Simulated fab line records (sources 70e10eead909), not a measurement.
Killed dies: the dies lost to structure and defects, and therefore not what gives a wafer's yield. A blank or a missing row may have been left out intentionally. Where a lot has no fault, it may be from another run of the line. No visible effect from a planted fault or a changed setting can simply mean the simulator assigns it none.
Struck lot and sound lot, side by side / flow nandHarc / 13 steps out of a route of 1302
Sound: these wafers, L539.2, L539.3, L539.4. Wafers L547.2, L547.3, L547.4 were the ones struck. Last of all comes the cause.
At each step with rows: each side's tool, then ch and its chambers, then its first start. Under that, the readings that differ: sound wafers / struck wafers / difference of the means / sigmas: that difference in standard deviations of wafers without a fault.
alike: readings whose means differ by less than 2 such deviations, and words and numbers that are the same on both sides. not compared: withheld readings, readings that some wafer has no value for, bounds like >300 that may hide the same value, and numbers for which the record gives no deviation and whose values overlap.
The two part at a step that has a row with sigmas, a row that says differs or no value, or rows on one side only. Numbers that don't overlap but have no deviation are shown without sigmas and don't part them. Lack of a reading on every wafer of one side parts them only where that side has two or more wafers.

first, 3 steps without rows for these wafers: NHARC_A_STAIRCASE_TRIM_224 (chemistry O2, time 211.2 s); NHARC_A_STAIRCASE_ETCH_225 (etches the open film in C4F8/O2, target depth 100 nm, time 40.5 s); NHARC_A_STAIRCASE_TRIM_226 (chemistry O2, time 211.2 s).
NHARC_A_STAIRCASE_ETCH_227: etches the open film in C4F8/O2, target depth 100 nm, time 40.5 s.
  sound on rieDiel-10 ch 1,2,3; struck on rieDiel-05 ch 0,2,3
reading=rfHoursCounterH (h); sound=10 9 9; struck=34 32 32; difference=+23; sigmas=
  alike: biasW, chamberPressureMTorr, oesProductAu, rfFwdPowerW, rfVppV
NHARC_A_STAIRCASE_TRIM_229: chemistry O2, time 211.2 s.
  sound on rieDiel-10 ch 0,1,2, day 20 04:22; struck on rieDiel-05 ch 0,1,2, day 22 19:03
reading=rfHoursCounterH (h); sound=9 11 10; struck=32 34 33; difference=+23; sigmas=
  alike: drypumpMotorCurrentA, oesProductAu, rfVppV, showerheadPlenumPTorr, throttleValvePct
then, 3 steps without rows for these wafers: NHARC_A_STAIRCASE_ETCH_230 (etches the open film in C4F8/O2, target depth 100 nm, time 40.5 s); NHARC_A_STAIRCASE_TRIM_231 (chemistry O2, time 211.2 s); NHARC_A_STAIRCASE_ETCH_232 (etches the open film in C4F8/O2, target depth 100 nm, time 40.5 s).
NHARC_A_STAIRCASE_TRIM_233: chemistry O2, time 211.2 s.
  sound on rieDiel-10 ch 1,2,3; struck on rieDiel-05 ch 0,1,3
reading=rfHoursCounterH (h); sound=11 9 10; struck=32 35 33; difference=+23; sigmas=
  alike: drypumpMotorCurrentA, oesProductAu, rfVppV, showerheadPlenumPTorr, throttleValvePct
NHARC_A_STAIRCASE_ETCH_234: etches the open film in C4F8/O2, target depth 100 nm, time 40.5 s.
  sound on rieDiel-10 ch 0,2,3; struck on rieDiel-05 ch 0,1,3
reading=rfHoursCounterH (h); sound=10 11 9; struck=33 35 32; difference=+23; sigmas=
  alike: biasW, chamberPressureMTorr, oesProductAu, rfFwdPowerW, rfVppV
NHARC_A_STAIRCASE_TRIM_235: chemistry O2, time 211.2 s.
  sound on rieDiel-10 ch 1,2,3; struck on rieDiel-05 ch 0,1,2
reading=rfHoursCounterH (h); sound=11 10 9; struck=33 35 32; difference=+23; sigmas=
  alike: drypumpMotorCurrentA, oesProductAu, rfVppV, showerheadPlenumPTorr, throttleValvePct
NHARC_A_STAIRCASE_ETCH_236: etches the open film in C4F8/O2, target depth 100 nm, time 40.5 s.
  sound on rieDiel-10 ch 0,2,3, day 20 05:14; struck on rieDiel-05 ch 0,1,3, day 22 19:57
  no value came back on the struck wafers for any of 6 readings (biasW (W), chamberPressureMTorr (mTorr) and others); on the sound wafers biasW (W) reads 1002.0 999.7 999.1
-- jump in the record: it breaks off in module A_STAIRCASE and resumes in module END (first step shown: number 1302 of the route), and 8 days separate the struck wafers' starts before and after --
NHARC_END_SORT_01:
  here the record holds rows for the struck wafers (prober-02 ch 0, day 30 20:06) but none for the sound ones

== WHERE THEY PART ==
Last at NHARC_END_SORT_01 as far as this record goes, first at NHARC_A_STAIRCASE_ETCH_236.

WHY: whatever the simulator had introduced
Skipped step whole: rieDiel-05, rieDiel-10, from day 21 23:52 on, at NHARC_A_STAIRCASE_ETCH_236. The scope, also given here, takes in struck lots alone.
